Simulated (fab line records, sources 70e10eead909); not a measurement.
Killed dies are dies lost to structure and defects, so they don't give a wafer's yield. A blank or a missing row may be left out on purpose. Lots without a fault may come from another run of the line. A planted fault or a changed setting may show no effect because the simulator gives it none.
fab line records | flow nand_harc
record lots=24 wafers=72 last_day=24
route steps=1159 shown A_WL_FILL@833 A_CONTACT@856
lots that met no fault: from a run of the same line without faults
start_h: hours from the record's first day to the start of the lot's first wafer shown | wait_h: hours since the lot's step before | " the same as in the row above | L1.1+2: a row that stands for several wafers | - no value, or no start given | * or withheld: withheld | < > ~ a bound
route shown NAME@n: a module of which the file shows steps, and the number in the route of the first | usual: mean/standard deviation of fault-free wafers | same: alike in all rows | chamber/n: place in a boat | sites: the reading at each site | _std_site: their standard deviation | _edge_site: outer sites' mean less inner sites' | radius_mm: how far each site lies from the wafer's centre | mask NAME#n: copy n | behind: the tool/chamber that last shaped the wafer | hold: why the lot was held/for how many hours/how that ended | device: the transistor (n, p or np) that didn't switch | end of line: the same wafers' tests at the end of the route | a step without rows: its recipe alone | killed: dies lost to structure and defects at the first sort, not the wafer's yield | map: a wafer's dies, x killed, . not, _ none there
set.NAME: the setting as run; set.NAME@STEP: as run at that earlier step | model.NAME: the simulator's own value behind a step, which no gauge read
steps of the route over a sample of lots; a table a step, a row a wafer
services: from which hour (start_h, from the record's first day; less than 0 if before it) a tool's chamber was out of use, for how many hours, and why
## steps
# step NHARC_A_WL_FILL_CVD_20
# recipe target_thk_a=750 temp_c=300 pressure_torr=40 wf6_flow_sccm=40 h2_flow_sccm=1600 ar_flow_sccm=1560 time_s=5064 material=W
# usual heater_power_w=469/46 throttle_valve_pct=7.9/0.32
# same time_s=5064
# columns lot.wafer tool chamber start_h wait_h heater_power_w throttle_valve_pct
L076.2 cvd_w-01 0 - - 492 7.9
L076.6 " 0 " " 506 7.5
L076.5 " 1 " " 386 8.1
L077.2 cvd_w-02 0 - - 517 7.8
L077.4 " 1 " " 506 7.9
L077.3 " 0 " " 523 7.8
L078.4 cvd_w-01 0 - - 489 7.4
L078.3 " 1 " " 392 8.6
L078.6 " 1 " " 385 8.4
L074.1 cvd_w-02 1 - - 505 7.7
L074.3 " 1 " " 495 7.8
L074.4 " 0 " " 526 7.7
L079.4 cvd_w-01 1 - - 394 8.5
L079.3 " 0 " " 496 7.6
L079.5 " 0 " " 491 7.6
L075.1 cvd_w-01 1 - - 389 8.1
L075.3 " 1 " " 402 8.2
L075.6 " 1 " " 399 8.5
L080.2 cvd_w-02 0 - - 500 8.1
L080.5 " 0 " " 515 7.5
L080.6 " 1 " " 485 7.8
L081.2 cvd_w-02 1 - - 481 8.0
L081.4 " 1 " " 487 7.8
L081.3 " 0 " " 506 7.7
L083.2 cvd_w-02 0 - - 503 7.7
L083.4 " 0 " " 502 7.7
L083.6 " 0 " " 505 7.6
L082.1 cvd_w-01 0 - - 501 7.4
L082.4 " 1 " " 390 8.4
L082.6 " 1 " " 394 8.2
L084.2 cvd_w-01 0 - - 487 7.6
L084.1 " 1 " " 389 8.3
L084.3 " 0 " " 478 7.7
L085.3 cvd_w-02 0 - - 516 7.6
L085.6 " 0 " " 495 7.9
L085.5 " 1 " " 484 8.2
L087.1 cvd_w-01 0 - - 487 7.4
L087.3 " 0 " " 481 7.6
L087.5 " 1 " " 393 8.2
L091.1 cvd_w-01 1 - - 390 8.2
L091.3 " 1 " " 396 8.3
L091.6 " 0 " " 502 7.7
L086.1 cvd_w-02 0 - - 515 7.7
L086.3 " 0 " " 498 7.8
L086.4 " 1 " " 478 8.0
L090.1 cvd_w-01 0 - - 487 7.2
L090.4 " 1 " " 392 8.5
L090.5 " 1 " " 389 8.3
L088.2 cvd_w-01 0 - - 488 7.7
L088.1 " 1 " " 397 8.2
L088.3 " 1 " " 398 8.0
L089.1 cvd_w-02 1 - - 475 8.3
L089.4 " 1 " " 472 8.0
L089.5 " 1 " " 472 8.0
L092.1 cvd_w-01 0 - - 491 7.6
L092.3 " 1 " " 394 8.1
L092.6 " 0 " " 500 7.5
L093.1 cvd_w-02 0 - - 501 7.8
L093.3 " 0 " " 490 7.9
L093.6 " 1 " " 489 8.2
L094.2 cvd_w-02 0 - - 494 7.8
L094.1 " 1 " " 480 8.0
L094.4 " 0 " " 500 7.9
L095.1 cvd_w-02 0 - - 495 7.4
L095.4 " 0 " " 506 7.8
L095.5 " 1 " " 486 7.9
L096.2 cvd_w-02 1 - - 470 8.3
L096.1 " 0 " " 516 7.7
L096.6 " 1 " " 479 8.4
L097.2 cvd_w-01 1 - - 408 8.4
L097.3 " 0 " " 488 7.4
L097.6 " 1 " " 396 8.3
# step NHARC_A_CONTACT_INSPECT_44
# usual raw_defect_count=28/13
# columns lot.wafer tool chamber start_h wait_h raw_defect_count
L076.2 defect_inspect-02 - 373.78 0.0 25
L076.5 " - " " 37
L076.6 " - " " 23
L077.2 defect_inspect-02 - 375.52 0.0 10
L077.3 " - " " 10
L077.4 " - " " 17
L078.3 defect_inspect-01 - 378.05 0.0 23
L078.4 " - " " 19
L078.6 " - " " 29
L074.1 defect_inspect-02 - 380.41 0.0 30
L074.3 " - " " 36
L074.4 " - " " 39
L079.3 defect_inspect-02 - 387.72 0.0 22
L079.4 " - " " 14
L079.5 " - " " 25
L075.1 defect_inspect-02 - 392.78 0.0 20
L075.3 " - " " 27
L075.6 " - " " 17
L080.2 defect_inspect-02 - 400.79 0.0 27
L080.5 " - " " 21
L080.6 " - " " 26
L081.2 defect_inspect-02 - 419.01 0.0 29
L081.3 " - " " 25
L081.4 " - " " 21
L083.2 defect_inspect-02 - 421.98 0.0 11
L083.4 " - " " 11
L083.6 " - " " 4
L082.1 defect_inspect-02 - 423.34 0.0 42
L082.4 " - " " 30
L082.6 " - " " 36
L084.1 defect_inspect-02 - 444.96 0.0 10
L084.2 " - " " 17
L084.3 " - " " 10
L085.3 defect_inspect-01 - 446.51 0.0 31
L085.5 " - " " 26
L085.6 " - " " 32
L087.1 defect_inspect-02 - 449.08 0.0 28
L087.3 " - " " 29
L087.5 " - " " 33
L091.1 defect_inspect-01 - 457.64 0.0 23
L091.3 " - " " 19
L091.6 " - " " 24
L086.1 defect_inspect-01 - 458.62 0.0 22
L086.3 " - " " 22
L086.4 " - " " 40
L090.1 defect_inspect-02 - 462.68 0.0 38
L090.4 " - " " 41
L090.5 " - " " 43
L088.1 defect_inspect-02 - 466.28 0.0 54
L088.2 " - " " 39
L088.3 " - " " 49
L089.1 defect_inspect-01 - 467.46 0.0 30
L089.4 " - " " 25
L089.5 " - " " 28
L092.1 defect_inspect-01 - 471.66 0.0 59
L092.3 " - " " 46
L092.6 " - " " 58
L093.1 defect_inspect-01 - 472.11 0.0 17
L093.3 " - " " 23
L093.6 " - " " 19
L094.1 defect_inspect-02 - 478.91 0.0 36
L094.2 " - " " 38
L094.4 " - " " 40
L095.1 defect_inspect-02 - 497.13 0.0 40
L095.4 " - " " 49
L095.5 " - " " 37
L096.1 defect_inspect-01 - 499.34 0.0 59
L096.2 " - " " 29
L096.6 " - " " 36
L097.2 defect_inspect-01 - 501.66 0.0 12
L097.3 " - " " 13
L097.6 " - " " 15
# step NHARC_A_CONTACT_ETCH_120
# recipe source_w=withheld pressure_mtorr=20 bias_v=3000 time_s=94 target_depth_a=9220 ar_flow_sccm=withheld c4f8_flow_sccm=withheld o2_flow_sccm=withheld chemistry=C4F8/O2/Ar
# same time_s=94
# columns lot.wafer tool chamber start_h wait_h rf_hours_counter_h
L076.2 har_cap_etch-03 0 376.04 0.1 81
L076.6 " 1 " " -
L076.5 " 0 " " -
L077.2 har_cap_etch-02 1 377.79 0.1 10
L077.3 " 1 " " -
L077.4 " 0 " " -
L078.4 har_cap_etch-01 0 380.34 0.1 -
L078.3 " 1 " " -
L078.6 " 1 " " -
L074.1 har_cap_etch-03 1 382.90 0.1 83
L074.3 " 0 " " -
L074.4 " 1 " " -
L079.4 har_cap_etch-01 1 389.98 0.1 -
L079.3 " 0 " " -
L079.5 " 0 " " -
L075.1 har_cap_etch-02 1 395.25 0.1 15
L075.3 " 0 " " -
L075.6 " 0 " " -
L080.2 har_cap_etch-03 0 403.05 0.1 88
L080.6 " 1 " " -
L080.5 " 0 " " -
L081.2 har_cap_etch-01 1 421.27 0.1 69
L081.3 " 0 " " -
L081.4 " 1 " " -
L083.2 har_cap_etch-03 0 424.22 0.1 90
L083.4 " 0 " " -
L083.6 " 0 " " -
L082.1 har_cap_etch-02 0 425.58 0.1 19
L082.4 " 0 " " -
L082.6 " 0 " " -
L084.2 har_cap_etch-01 1 447.51 0.1 73
L084.1 " 0 " " 73
L084.3 " 1 " " -
L085.3 har_cap_etch-03 1 448.79 0.1 -
L085.5 " 0 " " -
L085.6 " 1 " " -
L087.1 har_cap_etch-02 1 451.71 0.1 22
L087.3 " 0 " " -
L087.5 " 0 " " -
L091.1 har_cap_etch-01 0 459.90 0.1 75
L091.3 " 0 " " -
L091.6 " 0 " " -
L086.1 har_cap_etch-03 0 460.88 0.1 96
L086.3 " 1 " " -
L086.4 " 0 " " -
L090.1 har_cap_etch-01 0 464.96 0.1 77
L090.4 " 1 " " -
L090.5 " 1 " " -
L088.1 har_cap_etch-03 0 469.10 0.1 98
L088.2 " 1 " " 98
L088.3 " 1 " " -
L089.1 har_cap_etch-02 1 469.73 0.1 26
L089.4 " 0 " " -
L089.5 " 1 " " -
L092.1 har_cap_etch-03 0 473.97 0.1 99
L092.3 " 0 " " -
L092.6 " 1 " " -
L093.1 har_cap_etch-02 1 474.86 0.1 27
L093.3 " 1 " " -
L093.6 " 0 " " -
L094.2 har_cap_etch-01 1 481.58 0.1 82
L094.1 " 0 " " 82
L094.4 " 0 " " -
L095.1 har_cap_etch-02 1 499.40 0.1 32
L095.4 " 1 " " -
L095.5 " 0 " " -
L096.2 har_cap_etch-03 0 501.70 0.1 105
L096.1 " 1 " " 105
L096.6 " 1 " " -
L097.2 har_cap_etch-01 0 504.24 0.1 86
L097.3 " 1 " " -
L097.6 " 1 " " -
# step NHARC_A_CONTACT_ETCH_121
# recipe source_w=withheld pressure_mtorr=20 bias_v=3000 time_s=94 target_depth_a=9220 ar_flow_sccm=withheld c4f8_flow_sccm=withheld o2_flow_sccm=withheld chemistry=C4F8/O2/Ar
# same time_s=94
# columns lot.wafer tool chamber start_h wait_h rf_hours_counter_h
L076.2 har_cap_etch-03 0 376.13 0.1 81
L076.6 " 1 " " -
L076.5 " 0 " " -
L077.2 har_cap_etch-02 1 377.88 0.1 10
L077.3 " 1 " " -
L077.4 " 0 " " -
L078.4 har_cap_etch-01 0 380.43 0.1 -
L078.3 " 1 " " -
L078.6 " 1 " " -
L074.1 har_cap_etch-03 1 382.99 0.1 83
L074.3 " 0 " " -
L074.4 " 1 " " -
L079.4 har_cap_etch-01 1 390.07 0.1 -
L079.3 " 0 " " -
L079.5 " 0 " " -
L075.1 har_cap_etch-02 1 395.34 0.1 15
L075.3 " 0 " " -
L075.6 " 0 " " -
L080.2 har_cap_etch-03 0 403.14 0.1 88
L080.6 " 1 " " -
L080.5 " 0 " " -
L081.2 har_cap_etch-01 1 421.36 0.1 70
L081.3 " 0 " " -
L081.4 " 1 " " -
L083.2 har_cap_etch-03 0 424.31 0.1 91
L083.4 " 0 " " -
L083.6 " 0 " " -
L082.1 har_cap_etch-02 0 425.67 0.1 19
L082.4 " 0 " " -
L082.6 " 0 " " -
L084.2 har_cap_etch-01 1 447.63 0.1 73
L084.1 " 0 " " 73
L084.3 " 1 " " -
L085.3 har_cap_etch-03 1 448.88 0.1 -
L085.5 " 0 " " -
L085.6 " 1 " " -
L087.1 har_cap_etch-02 1 451.84 0.1 22
L087.3 " 0 " " -
L087.5 " 0 " " -
L091.1 har_cap_etch-01 0 459.99 0.1 75
L091.3 " 0 " " -
L091.6 " 0 " " -
L086.1 har_cap_etch-03 0 460.97 0.1 96
L086.3 " 1 " " -
L086.4 " 0 " " -
L090.1 har_cap_etch-01 0 465.05 0.1 77
L090.4 " 1 " " -
L090.5 " 1 " " -
L088.1 har_cap_etch-03 0 469.20 0.1 98
L088.2 " 1 " " 98
L088.3 " 1 " " -
L089.1 har_cap_etch-02 1 469.82 0.1 26
L089.4 " 0 " " -
L089.5 " 1 " " -
L092.1 har_cap_etch-03 0 474.06 0.1 99
L092.3 " 0 " " -
L092.6 " 1 " " -
L093.1 har_cap_etch-02 1 474.96 0.1 27
L093.3 " 1 " " -
L093.6 " 0 " " -
L094.2 har_cap_etch-01 1 481.67 0.1 83
L094.1 " 0 " " 83
L094.4 " 0 " " -
L095.1 har_cap_etch-02 1 499.49 0.1 32
L095.4 " 1 " " -
L095.5 " 0 " " -
L096.2 har_cap_etch-03 0 501.79 0.1 105
L096.1 " 1 " " 105
L096.6 " 1 " " -
L097.2 har_cap_etch-01 0 504.36 0.1 86
L097.3 " 1 " " -
L097.6 " 1 " " -
# step NHARC_A_CONTACT_ETCH_123
# recipe source_w=withheld pressure_mtorr=20 bias_v=400 time_s=253 target_depth_a=10900 ar_flow_sccm=withheld c4f8_flow_sccm=11.5 o2_flow_sccm=7.2 chemistry=C4F8/O2/Ar
# same time_s=253
# columns lot.wafer tool chamber start_h wait_h rf_hours_counter_h
L076.2 har_cap_etch-03 0 376.35 0.1 82
L076.6 " 1 " " -
L076.5 " 0 " " -
L077.2 har_cap_etch-02 1 378.06 0.1 10
L077.3 " 1 " " -
L077.4 " 0 " " -
L078.4 har_cap_etch-01 0 380.69 0.2 -
L078.3 " 1 " " -
L078.6 " 1 " " -
L074.1 har_cap_etch-03 1 383.21 0.1 83
L074.3 " 0 " " -
L074.4 " 1 " " -
L079.4 har_cap_etch-01 1 390.33 0.2 -
L079.3 " 0 " " -
L079.5 " 0 " " -
L075.1 har_cap_etch-02 1 395.56 0.1 15
L075.3 " 0 " " -
L075.6 " 0 " " -
L080.2 har_cap_etch-03 0 403.36 0.1 88
L080.6 " 1 " " -
L080.5 " 0 " " -
L081.2 har_cap_etch-01 1 421.58 0.1 70
L081.3 " 0 " " -
L081.4 " 1 " " -
L083.2 har_cap_etch-03 0 424.49 0.1 91
L083.4 " 0 " " -
L083.6 " 0 " " -
L082.1 har_cap_etch-02 0 425.86 0.1 19
L082.4 " 0 " " -
L082.6 " 0 " " -
L084.2 har_cap_etch-01 1 447.87 0.1 73
L084.1 " 0 " " 73
L084.3 " 1 " " -
L085.3 har_cap_etch-03 1 449.17 0.2 -
L085.5 " 0 " " -
L085.6 " 1 " " -
L087.1 har_cap_etch-02 1 452.13 0.2 22
L087.3 " 0 " " -
L087.5 " 0 " " -
L091.1 har_cap_etch-01 0 460.21 0.1 76
L091.3 " 0 " " -
L091.6 " 0 " " -
L086.1 har_cap_etch-03 0 461.20 0.1 97
L086.3 " 1 " " -
L086.4 " 0 " " -
L090.1 har_cap_etch-01 0 465.27 0.1 77
L090.4 " 1 " " -
L090.5 " 1 " " -
L088.1 har_cap_etch-03 0 469.38 0.1 98
L088.2 " 1 " " 98
L088.3 " 1 " " -
L089.1 har_cap_etch-02 1 470.04 0.1 26
L089.4 " 0 " " -
L089.5 " 1 " " -
L092.1 har_cap_etch-03 0 474.28 0.1 100
L092.3 " 0 " " -
L092.6 " 1 " " -
L093.1 har_cap_etch-02 1 475.14 0.1 27
L093.3 " 1 " " -
L093.6 " 0 " " -
L094.2 har_cap_etch-01 1 481.85 0.1 83
L094.1 " 0 " " 83
L094.4 " 0 " " -
L095.1 har_cap_etch-02 1 499.68 0.1 33
L095.4 " 1 " " -
L095.5 " 0 " " -
L096.2 har_cap_etch-03 0 501.98 0.1 106
L096.1 " 1 " " 106
L096.6 " 1 " " -
L097.2 har_cap_etch-01 0 504.65 0.2 86
L097.3 " 1 " " -
L097.6 " 1 " " -
# step NHARC_A_CONTACT_DEP_58
# recipe target_thk_a=600 target_thk_nm=60 temp_c=400 pressure_torr=3.5 flow_sccm=200 rf_w=350 material=SiON
# usual heater_power_w=733/100 rf_fwd_power_W=348.2/1.1
# columns lot.wafer tool chamber start_h wait_h heater_power_w rf_fwd_power_W
L076.2 pecvd-03 0 381.34 1.2 750 348.7
L076.6 " 2 " " 803 345.1
L076.5 " 0 " " 737 348.9
L077.3 pecvd-01 1 382.70 0.9 696 347.6
L077.2 " 0 " " 811 348.3
L077.4 " 2 " " 491 348.5
L078.3 pecvd-02 1 384.10 0.9 660 346.8
L078.6 " 1 " " 684 349.5
L078.4 " 0 " " 932 347.5
L074.1 pecvd-01 0 387.76 1.5 849 349.8
L074.3 " 2 " " 485 347.9
L074.4 " 1 " " 683 348.3
L079.3 pecvd-02 2 394.78 0.9 703 348.5
L079.4 " 1 " " 737 349.0
L079.5 " 2 " " 711 347.9
L075.3 pecvd-02 1 400.73 0.9 620 346.6
L075.1 " 2 " " 732 347.5
L075.6 " 1 " " 628 347.7
L080.2 pecvd-01 1 406.88 1.2 620 348.7
L080.5 " 0 " " 834 349.6
L080.6 " 1 " " 618 349.0
L081.2 pecvd-03 1 425.03 1.2 637 347.9
L081.3 " 0 " " 739 349.5
L081.4 " 0 " " 765 349.3
L083.2 pecvd-02 0 429.72 1.2 847 348.8
L083.6 " 2 " " 635 346.1
L083.4 " 0 " " 858 349.9
L082.1 pecvd-03 0 430.92 1.5 735 347.5
L082.4 " 0 " " 755 348.7
L082.6 " 2 " " 749 346.5
L084.1 pecvd-02 1 452.05 1.5 739 347.7
L084.2 " 2 " " 721 349.9
L084.3 " 0 " " 812 351.3
L085.3 pecvd-03 1 453.85 1.0 701 347.6
L085.6 " 0 " " 833 349.2
L085.5 " 1 " " 695 347.0
L087.1 pecvd-01 1 455.68 1.5 645 348.2
L087.3 " 0 " " 752 348.4
L087.5 " 1 " " 671 347.4
L091.3 pecvd-01 0 464.34 0.9 859 348.7
L091.1 " 1 " " 673 348.3
L091.6 " 2 " " 609 347.1
L086.3 pecvd-03 2 464.68 0.9 745 347.7
L086.1 " 0 " " 817 348.7
L086.4 " 0 " " 835 350.3
L090.1 pecvd-02 2 472.58 1.5 700 347.6
L090.4 " 2 " " 697 347.8
L090.5 " 0 " " 840 349.9
L088.1 pecvd-03 0 472.96 1.4 803 349.7
L088.2 " 1 " " 732 346.8
L088.3 " 2 " " 803 349.5
L089.1 pecvd-02 1 474.32 1.5 686 348.0
L089.5 " 0 " " 936 349.3
L089.4 " 1 " " 693 347.9
L092.3 pecvd-02 0 477.99 0.9 841 349.9
L092.1 " 2 " " 650 347.7
L092.6 " 2 " " 658 347.5
L093.3 pecvd-01 0 479.70 0.9 797 350.2
L093.1 " 2 " " 579 348.1
L093.6 " 1 " " 652 348.9
L094.1 pecvd-02 0 491.25 1.5 889 348.6
L094.2 " 1 " " 739 347.9
L094.4 " 2 " " 732 346.4
L095.1 pecvd-01 1 505.98 1.5 688 349.3
L095.4 " 1 " " 682 348.5
L095.5 " 0 " " 834 347.7
L096.1 pecvd-02 0 506.40 1.5 924 346.6
L096.2 " 1 " " 678 347.4
L096.6 " 2 " " 739 347.7
L097.3 pecvd-01 2 508.26 0.9 597 349.5
L097.2 " 1 " " 723 348.3
L097.6 " 2 " " 607 347.2
## services
# columns tool chamber start_h hours kind
pecvd-02 0 347.00 - clean
pecvd-02 1 347.00 - clean
pecvd-02 2 347.00 - clean
cvd_w-01 0 351.78 3.7 repair
pecvd-01 0 360.10 13.8 repair
pecvd-02 - 369.11 0.8 repair
cvd_w-02 - 376.28 13.0 pm
cvd_w-02 0 376.28 13.0 vent_cycle
cvd_w-02 1 376.28 13.0 vent_cycle
cvd_w-02 0 389.28 - clean
cvd_w-02 1 389.28 - clean
pecvd-03 0 403.70 2.4 repair
cvd_w-01 - 406.10 2.1 repair
pecvd-01 - 418.44 13.0 pm
pecvd-01 2 466.49 4.1 repair
pecvd-01 - 470.73 0.7 repair
pecvd-03 - 473.13 13.0 pm
cvd_w-01 - 474.81 13.0 pm
cvd_w-01 0 474.81 13.0 vent_cycle
cvd_w-01 1 474.81 13.0 vent_cycle
cvd_w-01 0 487.81 - clean
cvd_w-01 1 487.81 - clean
pecvd-03 - 490.75 6.1 repair
cvd_w-02 1 500.82 1.8 repair
## key
fault none
